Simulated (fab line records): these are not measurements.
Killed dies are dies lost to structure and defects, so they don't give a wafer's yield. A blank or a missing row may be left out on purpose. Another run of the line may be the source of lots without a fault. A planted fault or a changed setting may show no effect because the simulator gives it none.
fab line records + flow n5-finfet
record:
- lots: 6
- wafers: 18
- last-day: 16
route steps=1938 shown BEOL_M13@1668
lots untouched by any fault: they come from a run of this same line in which no faults occurred
start-h: the number of hours between the record's first day and the start of the first shown wafer of the lot + wait-h: time in hours since the lot's previous step + " unchanged from the row above + L1.1+2: a single row standing in for several wafers + - no value present, or no start provided + * or withheld: withheld + < > ~ a bound
route shown NAME@n: a module of which the file shows steps, and the number in the route of the first + usual: mean and standard deviation over wafers with no fault + same: alike in all rows + chamber/n: place in a boat + sites: the reading at each site + _std_site: standard deviation across them + _edge_site: inner sites' mean taken away from outer sites' mean + radius-mm: how far each site lies from the wafer's centre + mask NAME#n: copy n + behind: the tool/chamber that last shaped the wafer + hold: what put the lot on hold/how long, in hours/how the hold closed + device: which transistor (n, p or np) failed to switch + end of line: tests of these same wafers at the route's end + step lacking rows: just its recipe + killed: dies that structure and defects cost at the first sort, which is not the same as the wafer's yield + map: dies across one wafer; x = killed, . = not, _ = none there
set.NAME: the setting as run; set.NAME@STEP: as run at that earlier step + model.NAME: the simulator's own value behind a step, which no gauge read
certain route steps with their lots: each step a table, each wafer a row
services: when a tool's chamber went out of use (start-h, in hours from the record's first day, below 0 if earlier), for how many hours, and the reason
== steps ==
step: N5_BEOL_M13_HARDBAKE_14
recipe:
- temp-c: 130
- time-s: 120
step: N5_BEOL_M13_CD_MEAS_10
recipe:
- target-cd-nm: 190
- landing-energy-ev: 500
- detector: se-inlens
- polarity: opening
usual:
- cd-nm: 189.3/0.98
| lot.wafer | tool      | chamber | start-h | wait-h | cd-nm |
|-----------|-----------|---------|---------|--------|-------|
| L720.1    | cd-sem-01 | 0       | 299.56  | -      | 189.0 |
| L720.4    | "         | 0       | "       | "      | 188.3 |
| L720.5    | "         | 0       | "       | "      | 188.5 |
| L722.4    | cd-sem-01 | 0       | 325.43  | -      | 189.5 |
| L722.5    | "         | 0       | "       | "      | 187.8 |
| L722.6    | "         | 0       | "       | "      | 188.0 |
| L725.1    | cd-sem-01 | 0       | 338.79  | -      | 190.5 |
| L725.4    | "         | 0       | "       | "      | 191.4 |
| L725.6    | "         | 0       | "       | "      | 189.3 |
| L727.1    | cd-sem-01 | 0       | 343.30  | -      | 189.9 |
| L727.5    | "         | 0       | "       | "      | 189.9 |
| L727.6    | "         | 0       | "       | "      | 189.5 |
| L729.1    | cd-sem-01 | 0       | 351.68  | -      | 189.7 |
| L729.3    | "         | 0       | "       | "      | 189.5 |
| L729.4    | "         | 0       | "       | "      | 188.9 |
| L728.2    | cd-sem-03 | 0       | 358.00  | -      | 189.1 |
| L728.4    | "         | 0       | "       | "      | 189.1 |
| L728.5    | "         | 0       | "       | "      | 187.9 |
step: N5_BEOL_M13_OVL_MEAS_11
recipe:
- points-per-wafer: 44
usual:
- V12_OVL: -2/6.4
| lot.wafer | tool       | chamber | start-h | wait-h | V12_OVL[nm] |
|-----------|------------|---------|---------|--------|-------------|
| L720.1    | overlay-02 | 0       | 299.59  | 0.0    | 0           |
| L720.4    | "          | 0       | "       | "      | -4          |
| L720.5    | "          | 0       | "       | "      | -5          |
| L722.4    | overlay-02 | 0       | 325.46  | 0.0    | -7          |
| L722.5    | "          | 0       | "       | "      | 4           |
| L722.6    | "          | 0       | "       | "      | 0           |
| L725.1    | overlay-02 | 0       | 338.82  | 0.0    | 4           |
| L725.4    | "          | 0       | "       | "      | -7          |
| L725.6    | "          | 0       | "       | "      | -5          |
| L727.1    | overlay-02 | 0       | 343.33  | 0.0    | -4          |
| L727.5    | "          | 0       | "       | "      | -5          |
| L727.6    | "          | 0       | "       | "      | -10         |
| L729.1    | overlay-01 | 0       | 351.71  | 0.0    | -4          |
| L729.3    | "          | 0       | "       | "      | 1           |
| L729.4    | "          | 0       | "       | "      | 6           |
| L728.2    | overlay-02 | 0       | 358.03  | 0.0    | -3          |
| L728.4    | "          | 0       | "       | "      | -1          |
| L728.5    | "          | 0       | "       | "      | -8          |
step: N5_BEOL_M13_INSPECT_12
recipe:
- mode: adi
- inspect-instrument: macro
usual:
- raw-defect-count: 2.1/1.4
| lot.wafer | tool              | chamber | start-h | wait-h | raw-defect-count |
|-----------|-------------------|---------|---------|--------|------------------|
| L720.1    | defect-inspect-02 | -       | 299.62  | 0.0    | 3                |
| L720.4    | "                 | -       | "       | "      | 0                |
| L720.5    | "                 | -       | "       | "      | 1                |
| L722.4    | defect-inspect-02 | -       | 325.48  | 0.0    | 0                |
| L722.5    | "                 | -       | "       | "      | 4                |
| L722.6    | "                 | -       | "       | "      | 1                |
| L725.1    | defect-inspect-01 | -       | 338.85  | 0.0    | 4                |
| L725.4    | "                 | -       | "       | "      | 1                |
| L725.6    | "                 | -       | "       | "      | 0                |
| L727.1    | defect-inspect-01 | -       | 343.35  | 0.0    | 4                |
| L727.5    | "                 | -       | "       | "      | 3                |
| L727.6    | "                 | -       | "       | "      | 0                |
| L729.1    | defect-inspect-01 | -       | 351.74  | 0.0    | 1                |
| L729.3    | "                 | -       | "       | "      | 2                |
| L729.4    | "                 | -       | "       | "      | 3                |
| L728.2    | defect-inspect-01 | -       | 358.05  | 0.0    | 1                |
| L728.4    | "                 | -       | "       | "      | 3                |
| L728.5    | "                 | -       | "       | "      | 0                |
step: N5_BEOL_M13_DESCUM_15
recipe:
- chemistry: O2
- time-s: 7.9
- source-power-w: 50
- bias-power-w: 20
- pressure-mtorr: 20
- rf-frequency-hz: 2.712e+07
- temp-c: 40
- o2-flow-sccm: 225
usual:
- bias-power-w: 20.00/0.061
- drypump-motor-current-A: 5.5/0.39
- oes-product-au: 0.80/0.084
- rf-vpp-V: 243.0/1.1
- showerhead-plenum-p-Torr: 2.09/0.052
- throttle-valve-pct: 20.42/0.2
| lot.wafer | tool        | chamber | start-h | wait-h | bias-power-w | drypump-motor-current-A | oes-product-au | rf-hours-counter-h | rf-vpp-V | showerhead-plenum-p-Torr | throttle-valve-pct |
|-----------|-------------|---------|---------|--------|--------------|-------------------------|----------------|--------------------|----------|--------------------------|--------------------|
| L720.1    | rie-diel-06 | 0       | 299.65  | 0.0    | 19.95        | 5.4                     | 0.70           | 238                | 242.8    | 2.06                     | 20.71              |
| L720.4    | "           | 2       | "       | "      | 19.99        | 5.9                     | 0.75           | 141                | 243.9    | 2.10                     | 20.57              |
| L720.5    | "           | 3       | "       | "      | 20.01        | 5.2                     | 0.92           | -                  | 242.6    | 2.05                     | 20.42              |
| L722.4    | rie-diel-03 | 3       | 325.52  | 0.0    | 20.02        | 5.4                     | 0.72           | 186                | 243.2    | 2.07                     | 20.69              |
| L722.5    | "           | 0       | "       | "      | 20.01        | 6.3                     | 0.85           | -                  | 242.9    | 2.04                     | 20.21              |
| L722.6    | "           | 1       | "       | "      | 19.98        | 5.2                     | 0.78           | -                  | 244.3    | 2.10                     | 20.28              |
| L725.1    | rie-diel-03 | 3       | 338.88  | 0.0    | 20.00        | 5.4                     | 0.72           | 190                | 243.6    | 2.07                     | 20.68              |
| L725.4    | "           | 1       | "       | "      | 19.98        | 5.1                     | 0.77           | 126                | 242.8    | 2.10                     | 20.28              |
| L725.6    | "           | 0       | "       | "      | 19.97        | 6.2                     | 0.85           | -                  | 242.9    | 2.04                     | 20.20              |
| L727.1    | rie-diel-05 | 3       | 343.39  | 0.0    | 19.95        | 5.4                     | 0.72           | 175                | 244.1    | 2.08                     | 20.24              |
| L727.5    | "           | 3       | "       | "      | 20.00        | 5.4                     | 0.72           | -                  | 243.0    | 2.08                     | 20.23              |
| L727.6    | "           | 2       | "       | "      | 19.98        | 5.8                     | 0.76           | -                  | 242.5    | 2.08                     | 20.75              |
| L729.1    | rie-diel-03 | 2       | 351.88  | 0.1    | 19.97        | 5.8                     | 0.67           | 234                | 244.5    | 2.14                     | 20.22              |
| L729.3    | "           | 3       | "       | "      | 19.97        | 5.4                     | 0.72           | 195                | 243.0    | 2.06                     | 20.68              |
| L729.4    | "           | 0       | "       | "      | 19.95        | 6.2                     | 0.83           | 58                 | 242.7    | 2.04                     | 20.22              |
| L728.2    | rie-diel-03 | 1       | 358.09  | 0.0    | 20.06        | 5.1                     | 0.77           | 133                | 243.4    | 2.10                     | 20.30              |
| L728.4    | "           | 3       | "       | "      | 20.02        | 5.4                     | 0.70           | 197                | 243.2    | 2.06                     | 20.69              |
| L728.5    | "           | 3       | "       | "      | 19.97        | 5.4                     | 0.72           | -                  | 243.3    | 2.06                     | 20.69              |
step: N5_BEOL_M13_ETCH_59
recipe:
- chemistry: N2/H2
- target: BARC
- target-depth-a: 890
- overetch-a: 267
- time-s: 67.9
- ion-energy-ev: 200
- pressure-mtorr: 30
- source-w: 840
- bias-w: 150
- n2-flow-sccm: 200
- h2-flow-sccm: 200
usual:
- drypump-motor-current-A: 5.5/0.39
- n2-flow-sccm: 200.0/0.56
- oes-product-au: 0.68/0.067
- rf-vpp-V: 523.7/2
- showerhead-plenum-p-Torr: 2.53/0.063
- throttle-valve-pct: 17.86/0.23
| lot.wafer | tool        | chamber | start-h | wait-h | drypump-motor-current-A | n2-flow-sccm | oes-product-au | rf-hours-counter-h | rf-vpp-V | showerhead-plenum-p-Torr | throttle-valve-pct |
|-----------|-------------|---------|---------|--------|-------------------------|--------------|----------------|--------------------|----------|--------------------------|--------------------|
| L720.1    | rie-diel-06 | 0       | 299.69  | 0.0    | 5.4                     | 199.0        | 0.60           | 238                | 524.2    | 2.51                     | 18.19              |
| L720.4    | "           | 2       | "       | "      | 5.8                     | 200.5        | 0.64           | 141                | 524.2    | 2.55                     | 17.98              |
| L720.5    | "           | 3       | "       | "      | 5.2                     | 200.8        | 0.76           | -                  | 522.6    | 2.48                     | 17.73              |
| L722.4    | rie-diel-03 | 3       | 325.55  | 0.0    | 5.4                     | 200.5        | 0.61           | 186                | 523.7    | 2.53                     | 18.23              |
| L722.5    | "           | 0       | "       | "      | 6.2                     | 201.2        | 0.72           | -                  | 523.2    | 2.48                     | 17.60              |
| L722.6    | "           | 1       | "       | "      | 5.1                     | 199.5        | 0.67           | -                  | 525.0    | 2.55                     | 17.74              |
| L725.1    | rie-diel-03 | 3       | 338.92  | 0.0    | 5.4                     | 200.7        | 0.62           | 190                | 523.4    | 2.53                     | 18.25              |
| L725.4    | "           | 1       | "       | "      | 5.1                     | 201.1        | 0.66           | 126                | 524.6    | 2.55                     | 17.74              |
| L725.6    | "           | 0       | "       | "      | 6.2                     | 199.1        | 0.72           | -                  | 522.4    | 2.48                     | 17.62              |
| L727.1    | rie-diel-05 | 3       | 343.42  | 0.0    | 5.4                     | 199.6        | 0.63           | 175                | 523.7    | 2.53                     | 17.67              |
| L727.5    | "           | 3       | "       | "      | 5.4                     | 200.3        | 0.63           | -                  | 523.8    | 2.53                     | 17.67              |
| L727.6    | "           | 2       | "       | "      | 5.8                     | 199.5        | 0.66           | -                  | 523.3    | 2.54                     | 18.22              |
| L729.1    | rie-diel-03 | 2       | 351.91  | 0.0    | 5.8                     | 199.0        | 0.58           | 234                | 526.0    | 2.60                     | 17.70              |
| L729.3    | "           | 3       | "       | "      | 5.4                     | 200.0        | 0.61           | 195                | 522.6    | 2.53                     | 18.25              |
| L729.4    | "           | 0       | "       | "      | 6.2                     | 199.8        | 0.72           | 58                 | 521.0    | 2.48                     | 17.62              |
| L728.2    | rie-diel-03 | 1       | 358.12  | 0.0    | 5.1                     | 200.3        | 0.66           | 133                | 523.4    | 2.55                     | 17.77              |
| L728.4    | "           | 3       | "       | "      | 5.4                     | 199.3        | 0.61           | 197                | 523.2    | 2.53                     | 18.24              |
| L728.5    | "           | 3       | "       | "      | 5.4                     | 198.5        | 0.61           | -                  | 522.8    | 2.53                     | 18.24              |
step: N5_BEOL_M13_VIA_ETCH_16
recipe:
- chemistry: C4F8/O2/Ar
- target: SiOC
- pressure-mtorr: 30
- source-w: 3000
- bias-w: 700
- Ar_flow_sccm: 400
- C4F8_flow_sccm: 15
- O2_flow_sccm: 8
- he-inner-torr: 15
- he-outer-torr: 30
- target-depth-a: 9217
- time-s: withheld
- ion-energy-ev: 250
- ends: cleared
usual:
- O2_flow_sccm: 7.999/0.025
- drypump-motor-current-A: 5.5/0.39
- mfc-ar-sccm: 399.7/1.3
- oes-product-au: 0.72/0.076
- rf-vpp-V: 665.2/2.4
- showerhead-plenum-p-Torr: 3.41/0.082
- throttle-valve-pct: 24.22/0.21
| lot.wafer | tool        | chamber | start-h | wait-h | O2_flow_sccm | drypump-motor-current-A | mfc-ar-sccm | oes-product-au | rf-vpp-V | showerhead-plenum-p-Torr | throttle-valve-pct |
|-----------|-------------|---------|---------|--------|--------------|-------------------------|-------------|----------------|----------|--------------------------|--------------------|
| L720.1    | rie-diel-06 | 0       | 299.74  | 0.0    | 7.964        | 5.4                     | 397.9       | 0.63           | 664.5    | 3.38                     | 24.49              |
| L720.4    | "           | 2       | "       | "      | 8.058        | 5.8                     | 399.7       | 0.68           | 665.6    | 3.43                     | 24.32              |
| L720.5    | "           | 3       | "       | "      | 8.012        | 5.1                     | 400.4       | 0.83           | 663.5    | 3.34                     | 24.17              |
| L722.4    | rie-diel-03 | 3       | 325.60  | 0.0    | 8.007        | 5.4                     | 397.8       | 0.65           | 664.1    | 3.40                     | 24.55              |
| L722.5    | "           | 0       | "       | "      | 8.002        | 6.3                     | 402.4       | 0.77           | 662.6    | 3.34                     | 23.96              |
| L722.6    | "           | 1       | "       | "      | 8.040        | 5.1                     | 398.9       | 0.70           | 665.4    | 3.44                     | 24.08              |
| L725.1    | rie-diel-03 | 3       | 338.97  | 0.0    | 7.997        | 5.4                     | 399.8       | 0.64           | 666.2    | 3.40                     | 24.53              |
| L725.4    | "           | 1       | "       | "      | 8.010        | 5.1                     | 399.3       | 0.70           | 667.0    | 3.44                     | 24.07              |
| L725.6    | "           | 0       | "       | "      | 7.966        | 6.3                     | 401.1       | 0.76           | 663.2    | 3.34                     | 23.99              |
| L727.1    | rie-diel-05 | 3       | 343.47  | 0.0    | 8.008        | 5.4                     | 400.8       | 0.65           | 665.1    | 3.42                     | 24.03              |
| L727.5    | "           | 3       | "       | "      | 8.047        | 5.4                     | 400.1       | 0.65           | 663.6    | 3.42                     | 24.04              |
| L727.6    | "           | 2       | "       | "      | 7.993        | 5.8                     | 398.6       | 0.68           | 665.8    | 3.42                     | 24.60              |
| L729.1    | rie-diel-03 | 2       | 351.96  | 0.0    | 7.985        | 5.8                     | 400.3       | 0.60           | 667.5    | 3.50                     | 24.00              |
| L729.3    | "           | 3       | "       | "      | 8.034        | 5.5                     | 398.5       | 0.65           | 665.4    | 3.39                     | 24.55              |
| L729.4    | "           | 0       | "       | "      | 7.951        | 6.3                     | 400.8       | 0.76           | 664.5    | 3.34                     | 23.96              |
| L728.2    | rie-diel-03 | 1       | 358.17  | 0.0    | 8.035        | 5.1                     | 398.6       | 0.69           | 665.9    | 3.43                     | 24.09              |
| L728.4    | "           | 3       | "       | "      | 8.009        | 5.4                     | 398.9       | 0.64           | 664.3    | 3.39                     | 24.56              |
| L728.5    | "           | 3       | "       | "      | 7.962        | 5.4                     | 400.1       | 0.64           | 663.6    | 3.39                     | 24.55              |
step: N5_BEOL_M13_STRIP_63
recipe:
- chemistry: N2/H2
- power-w: 1000
- temp-c: 250
- h2-frac: 0.65
- overash-fraction: 0.3
- pressure-mtorr: 1000
- n2-flow-sccm: 1750
- h2-flow-sccm: 3250
usual:
- drypump-motor-current-A: 6.0/0.54
- heater-power-w: 324/32
- n2-flow-sccm: 1750/5.5
- oes-product-au: 0.674/0.0046
- strip-time-to-endpoint-s: 27.8/1
| lot.wafer | tool            | chamber | start-h | wait-h | drypump-motor-current-A | heater-power-w | n2-flow-sccm | oes-product-au | rf-hours-counter-h | strip-time-to-endpoint-s |
|-----------|-----------------|---------|---------|--------|-------------------------|----------------|--------------|----------------|--------------------|--------------------------|
| L720.1    | plasma-asher-01 | 1       | 299.97  | -      | 5.5                     | 371            | 1747         | 0.672          | 133                | 28.0                     |
| L720.4    | "               | 1       | "       | "      | 5.6                     | 374            | 1751         | 0.678          | -                  | 26.2                     |
| L720.5    | "               | 0       | "       | "      | 6.5                     | 310            | 1745         | 0.666          | -                  | 26.7                     |
| L722.4    | plasma-asher-02 | 0       | 325.87  | -      | 6.6                     | 298            | 1742         | 0.677          | -                  | 26.7                     |
| L722.5    | "               | 1       | "       | "      | 5.4                     | 294            | 1743         | 0.667          | -                  | 26.7                     |
| L722.6    | "               | 0       | "       | "      | 6.6                     | 306            | 1747         | 0.673          | -                  | 27.5                     |
| L725.1    | plasma-asher-02 | 1       | 339.20  | -      | 5.4                     | 294            | 1745         | 0.677          | 83                 | 28.5                     |
| L725.4    | "               | 0       | "       | "      | 6.6                     | 299            | 1747         | 0.682          | -                  | 28.2                     |
| L725.6    | "               | 0       | "       | "      | 6.6                     | 296            | 1743         | 0.675          | -                  | 26.8                     |
| L727.1    | plasma-asher-02 | 0       | 343.77  | -      | 6.6                     | 290            | 1754         | 0.672          | 85                 | 30.2                     |
| L727.5    | "               | 0       | "       | "      | 6.6                     | 299            | 1748         | 0.675          | -                  | 28.0                     |
| L727.6    | "               | 1       | "       | "      | 5.4                     | 307            | 1760         | 0.678          | -                  | 27.3                     |
| L729.1    | plasma-asher-01 | 1       | 352.20  | -      | 5.6                     | 371            | 1748         | 0.670          | 144                | 28.6                     |
| L729.3    | "               | 1       | "       | "      | 5.6                     | 376            | 1756         | 0.678          | -                  | 28.7                     |
| L729.4    | "               | 0       | "       | "      | 6.5                     | 310            | 1752         | 0.667          | -                  | 26.2                     |
| L728.2    | plasma-asher-01 | 1       | 358.41  | -      | 5.6                     | 374            | 1740         | 0.678          | 146                | 29.4                     |
| L728.4    | "               | 0       | "       | "      | 6.6                     | 321            | 1762         | 0.671          | -                  | 27.4                     |
| L728.5    | "               | 0       | "       | "      | 6.5                     | 311            | 1757         | 0.675          | -                  | 27.9                     |
step: N5_BEOL_M13_STRIP_64
recipe:
- chemistry: N2/H2
- power-w: 1000
- temp-c: 250
- h2-frac: 0.65
- overash-fraction: 0.3
- pressure-mtorr: withheld
- n2-flow-sccm: 1750
- h2-flow-sccm: 3250
usual:
- drypump-motor-current-A: 6.0/0.54
- heater-power-w: 324/32
- n2-flow-sccm: 1750/4.5
- oes-product-au: 0.715/0.0047
- strip-time-to-endpoint-s: 31.32/0.066
| lot.wafer | tool            | chamber | start-h | wait-h | drypump-motor-current-A | heater-power-w | n2-flow-sccm | oes-product-au | rf-hours-counter-h | strip-time-to-endpoint-s |
|-----------|-----------------|---------|---------|--------|-------------------------|----------------|--------------|----------------|--------------------|--------------------------|
| L720.1    | plasma-asher-01 | 1       | 300.03  | 0.0    | 5.6                     | 372            | 1748         | 0.716          | 133                | 31.24                    |
| L720.4    | "               | 1       | "       | "      | 5.6                     | 376            | 1743         | 0.722          | -                  | 31.22                    |
| L720.5    | "               | 0       | "       | "      | 6.5                     | 322            | 1751         | 0.720          | -                  | 31.28                    |
| L722.4    | plasma-asher-02 | 0       | 325.93  | 0.0    | 6.6                     | 291            | 1754         | 0.709          | -                  | 31.29                    |
| L722.5    | "               | 1       | "       | "      | 5.4                     | 299            | 1750         | 0.710          | -                  | 31.25                    |
| L722.6    | "               | 0       | "       | "      | 6.6                     | 299            | 1761         | 0.717          | -                  | 31.30                    |
| L725.1    | plasma-asher-02 | 1       | 339.26  | 0.0    | 5.4                     | 300            | 1751         | 0.716          | 83                 | 31.35                    |
| L725.4    | "               | 0       | "       | "      | 6.6                     | 297            | 1749         | 0.707          | -                  | 31.41                    |
| L725.6    | "               | 0       | "       | "      | 6.6                     | 300            | 1755         | 0.717          | -                  | 31.29                    |
| L727.1    | plasma-asher-02 | 0       | 343.83  | 0.0    | 6.7                     | 302            | 1757         | 0.724          | 85                 | 31.42                    |
| L727.5    | "               | 0       | "       | "      | 6.6                     | 303            | 1751         | 0.720          | -                  | 31.37                    |
| L727.6    | "               | 1       | "       | "      | 5.4                     | 295            | 1754         | 0.717          | -                  | 31.35                    |
| L729.1    | plasma-asher-01 | 1       | 352.26  | 0.0    | 5.6                     | 373            | 1743         | 0.712          | 145                | 31.35                    |
| L729.3    | "               | 1       | "       | "      | 5.6                     | 382            | 1746         | 0.720          | -                  | 31.28                    |
| L729.4    | "               | 0       | "       | "      | 6.5                     | 320            | 1754         | 0.710          | -                  | 31.35                    |
| L728.2    | plasma-asher-01 | 1       | 358.47  | 0.0    | 5.6                     | 378            | 1742         | 0.721          | 146                | 31.36                    |
| L728.4    | "               | 0       | "       | "      | 6.5                     | 313            | 1748         | 0.717          | -                  | 31.37                    |
| L728.5    | "               | 0       | "       | "      | 6.5                     | 318            | 1751         | 0.712          | -                  | 31.38                    |
step: N5_BEOL_M13_STRIP_71
recipe:
- chemistry: post-etch-residue-remover
- time-s: 60
- temp-c: 25
- remover-ph: withheld
- remover-water-wt-pct: withheld
- remover-fluoride-wt-pct: withheld
step: N5_BEOL_M13_SRD_72
recipe:
- time-s: 30
- temp-c: 23
- rinse-liquid: diw
- dry: n2-spin
- spin-rpm: 1500
- dry-time-s: 30
step: N5_BEOL_M13_CD_MEAS_17
recipe:
- target-cd-nm: 190
- polarity: opening
usual:
- cd-nm: 189.8/1.2
| lot.wafer | tool      | chamber | start-h | wait-h | cd-nm |
|-----------|-----------|---------|---------|--------|-------|
| L720.1    | cd-sem-03 | -       | 300.22  | 0.0    | 189.2 |
| L720.4    | "         | -       | "       | "      | 188.8 |
| L720.5    | "         | -       | "       | "      | 187.9 |
| L722.4    | cd-sem-01 | -       | 326.06  | 0.0    | 189.6 |
| L722.5    | "         | -       | "       | "      | 188.8 |
| L722.6    | "         | -       | "       | "      | 188.9 |
| L725.1    | cd-sem-01 | -       | 339.41  | 0.0    | 191.3 |
| L725.4    | "         | -       | "       | "      | 192.0 |
| L725.6    | "         | -       | "       | "      | 189.8 |
| L727.1    | cd-sem-03 | -       | 343.98  | 0.0    | 190.8 |
| L727.5    | "         | -       | "       | "      | 190.6 |
| L727.6    | "         | -       | "       | "      | 189.7 |
| L729.1    | cd-sem-02 | -       | 352.40  | 0.0    | 189.5 |
| L729.3    | "         | -       | "       | "      | 189.5 |
| L729.4    | "         | -       | "       | "      | 188.6 |
| L728.2    | cd-sem-02 | -       | 358.62  | 0.0    | 189.9 |
| L728.4    | "         | -       | "       | "      | 188.8 |
| L728.5    | "         | -       | "       | "      | 188.3 |
step: N5_BEOL_M13_COAT_65
recipe:
- resist: SOC
- temp-c: 250
- time-s: 60
- spin-rpm: 1500
- resist-thk-nm: 350
usual:
- heater-power-total-W: 500.4/1.8
- plate-temp-C: 249.98/0.19
| lot.wafer | tool           | chamber | start-h | wait-h | heater-power-total-W | plate-temp-C |
|-----------|----------------|---------|---------|--------|----------------------|--------------|
| L720.1    | litho-track-03 | 0       | 300.25  | 0.0    | 501.1                | 249.99       |
| L720.4    | "              | 0       | "       | "      | 499.6                | 249.87       |
| L720.5    | "              | 0       | "       | "      | 498.4                | 250.05       |
| L722.4    | litho-track-05 | 0       | 326.09  | 0.0    | 500.0                | 249.89       |
| L722.5    | "              | 0       | "       | "      | 501.7                | 250.01       |
| L722.6    | "              | 0       | "       | "      | 497.4                | 249.93       |
| L725.1    | litho-track-03 | 0       | 339.45  | 0.0    | 493.1                | 246.99       |
| L725.4    | "              | 0       | "       | "      | 495.6                | 247.11       |
| L725.6    | "              | 0       | "       | "      | 493.1                | 246.98       |
| L727.1    | litho-track-03 | 0       | 344.01  | 0.0    | 493.8                | 247.20       |
| L727.5    | "              | 0       | "       | "      | 491.1                | 247.40       |
| L727.6    | "              | 0       | "       | "      | 494.6                | 247.40       |
| L729.1    | litho-track-05 | 0       | 352.44  | 0.0    | 497.7                | 249.70       |
| L729.3    | "              | 0       | "       | "      | 501.8                | 249.83       |
| L729.4    | "              | 0       | "       | "      | 500.8                | 249.86       |
| L728.2    | litho-track-05 | 0       | 358.65  | 0.0    | 503.4                | 249.89       |
| L728.4    | "              | 0       | "       | "      | 501.0                | 250.06       |
| L728.5    | "              | 0       | "       | "      | 500.8                | 249.93       |
step: N5_BEOL_M13_COAT_66
recipe:
- resist: SiARC
- temp-c: 220
- time-s: 60
- spin-rpm: 1500
- resist-thk-nm: 110
== services ==
| tool            | chamber | start-h | hours | kind                          |
|-----------------|---------|---------|-------|-------------------------------|
| rie-diel-05     | 0       | 280.12  | 21.8  | repair                        |
| plasma-asher-01 | -       | 313.64  | 3.1   | repair                        |
| rie-diel-05     | 0       | 314.89  | -     | clean                         |
| rie-diel-05     | 0       | 314.89  | -     | consumable-replace:focus-ring |
| rie-diel-06     | 2       | 329.05  | 5.4   | repair                        |
| rie-diel-06     | 0       | 337.33  | -     | clean                         |
| rie-diel-06     | 0       | 337.33  | -     | consumable-replace:focus-ring |
| rie-diel-06     | 0       | 337.33  | 17.5  | scheduled-down                |
| rie-diel-06     | 0       | 337.33  | 17.5  | vent-cycle                    |
| rie-diel-05     | 2       | 354.62  | 15.6  | repair                        |
== key ==
first-sign:
- step: N5_BEOL_M13_COAT_65
- reading: plate-temp-C
- direction: down
- sigmas: 15
- usual: *
- struck: *
effect:
- step: N5_BEOL_M13_COAT_65
- reading: heater-power-total-W
- direction: down
- sigmas: 3.8
- usual: *
- struck: *
met-at N5_BEOL_M13_COAT_65
struck-wafers L725.1,L725.4,L725.6,L727.1,L727.5,L727.6
onset-between 300.25 339.45
fault:
- kind: process-parameter-drift
- tool: litho-track-03
- chamber: -
- onset-h: 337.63
- steps: N5_BEOL_M13_COAT_65
- channel: temp-c
- offset: *
- shape: step
- end-h: 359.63
- acts-in: *
- stated: *
